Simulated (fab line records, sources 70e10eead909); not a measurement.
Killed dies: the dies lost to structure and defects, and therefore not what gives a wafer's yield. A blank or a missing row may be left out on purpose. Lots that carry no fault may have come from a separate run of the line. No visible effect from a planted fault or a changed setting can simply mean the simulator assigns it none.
A lot that was struck, set against a sound lot :: flow nandHarc :: 27 steps out of a route of 1302
Sound: the wafers L422.1, L422.2, L422.6. Struck: wafers L427.1, L427.3, L427.4. The cause is named last.
Each step with rows lists, per side, the tool, then ch with its chambers, then its first start. Under that, the readings that differ: sound wafers :: struck wafers :: difference of the means :: sigmas: that difference in standard deviations of wafers without a fault.
alike: a reading whose means differ by less than 2 such deviations, as well as words and numbers matching on both sides. not compared: withheld readings; readings where some wafer has no value; bounds like >300 that might hide an equal value; numbers whose values overlap and for which the record gives no deviation.
The two part at a step that has a row with sigmas, a row that says differs or no value, or rows on one side only. Non-overlapping numbers with no deviation appear without sigmas and do not part them. A reading that every wafer of one side lacks parts them only if that side has two wafers or more.

first, 3 steps without rows for these wafers: NHARC_P_GATE_EXPOSE_08 (exposes mask P HV); NHARC_P_GATE_PEB_09 (peb time 85 s); NHARC_P_GATE_DEVELOP_10 (time 70 s).
NHARC_P_GATE_CD_MEAS_11: target cd 1640 nm.
  sound on cdSem-03 ch 0, day 4 15:17; struck on cdSem-01 ch 0, day 6 18:10
  alike: cdNm
then, 1 step without rows for these wafers: NHARC_P_GATE_HARDBAKE_12 (time 80 s).
NHARC_P_GATE_DESCUM_13: chemistry O2, time 3 s.
  sound on rieDiel-05 ch 0,1, day 4 15:26; struck on rieDiel-05 ch 1,2,3, day 6 18:20
  alike: drypumpMotorCurrentA, oesProductAu, rfVppV, showerheadPlenumPTorr, throttleValvePct
  not compared: rfHoursCounterH
then, 6 steps without rows for these wafers: NHARC_P_GATE_ETCH_14 (etches SiO2 in dHF, target depth 48.8 nm); NHARC_P_GATE_STRIP_15 (strips in SPM, time 780 s); NHARC_P_GATE_PRECLEAN_71 (cleans in SC1); NHARC_P_GATE_SRD_72; NHARC_P_GATE_OXIDE_16 (material SiO2, target thk 3 nm, ox time 392 s); NHARC_P_GATE_CVD_17 (deposits poly-Si, target thk 150 nm, time 900 s).
NHARC_P_GATE_HM_DEP_102: deposits aC, target thk 120 nm.
  sound on aclDep-02 ch 0, day 5 10:01; struck on aclDep-02 ch 0, day 7 06:44
reading: susceptorTempC (C)
sound: 399.98 399.82 399.84
struck: - - -
difference: no value on the struck wafers
sigmas: 
  alike: throttleValvePct
NHARC_P_GATE_DEP_103: deposits SiON, target thk 30 nm.
  sound on pecvd-01 ch 0,1,2, day 5 10:46; struck on pecvd-01 ch 1,2, day 7 07:24
  alike: heaterPowerOuterW, heaterPowerW, susceptorTempC
then, 8 steps without rows for these wafers: NHARC_P_GATE_DEHYDRATE_18 (time 120 s); NHARC_P_GATE_HMDS_19 (time 30 s); NHARC_P_GATE_COAT_20 (resist thk 90 nm); NHARC_P_GATE_SOFTBAKE_21 (time 55 s); NHARC_P_GATE_EBR_22; NHARC_P_GATE_EXPOSE_23 (exposes mask P GATE, target cd 120 nm); NHARC_P_GATE_PEB_24 (peb time 65 s); NHARC_P_GATE_DEVELOP_25 (develop time 35 s).
NHARC_P_GATE_CD_MEAS_26: target cd 120 nm.
  sound on cdSem-02 ch 0, day 5 11:19; struck on cdSem-02 ch 0, day 7 07:57
reading: cdNm (nm)
sound: 118.8 118.5 118.8
struck: 120.8 120.8 119.2
difference: +1.6
sigmas: +2
NHARC_P_GATE_OVL_MEAS_27:
  sound on overlay-02 at day 5 11:24; struck on overlay-01 at day 7 08:02
  alike: overlayXNm, overlayYNm
NHARC_P_GATE_INSPECT_28:
  sound on defectInspect-01 at day 5 11:26; struck on defectInspect-01 at day 7 08:05
reading: rawDefectCount
sound: 4 5 4
struck: 17 14 17
difference: +12
sigmas: +4
NHARC_P_GATE_DESCUM_31: chemistry O2, time 3 s.
  sound on rieDiel-05 ch 0,2,3, day 5 11:30; struck on rieDiel-12 ch 0,1,2, day 7 08:08
  alike: drypumpMotorCurrentA, oesProductAu, rfVppV, showerheadPlenumPTorr, throttleValvePct
  not compared: rfHoursCounterH
-- record jumps: 19 days between struck wafers' starts before vs after; left off in module P_GATE, resumes in module END, first step shown is number 1302 of the route --
NHARC_END_SORT_01:
  here the record holds rows for the struck wafers (prober-02 ch 0, day 26 05:16) but none for the sound ones

## WHERE THEY PART
At NHARC_P_GATE_HM_DEP_102 first; at NHARC_END_SORT_01 last (within this record only).

WHY: the cause the simulator had injected
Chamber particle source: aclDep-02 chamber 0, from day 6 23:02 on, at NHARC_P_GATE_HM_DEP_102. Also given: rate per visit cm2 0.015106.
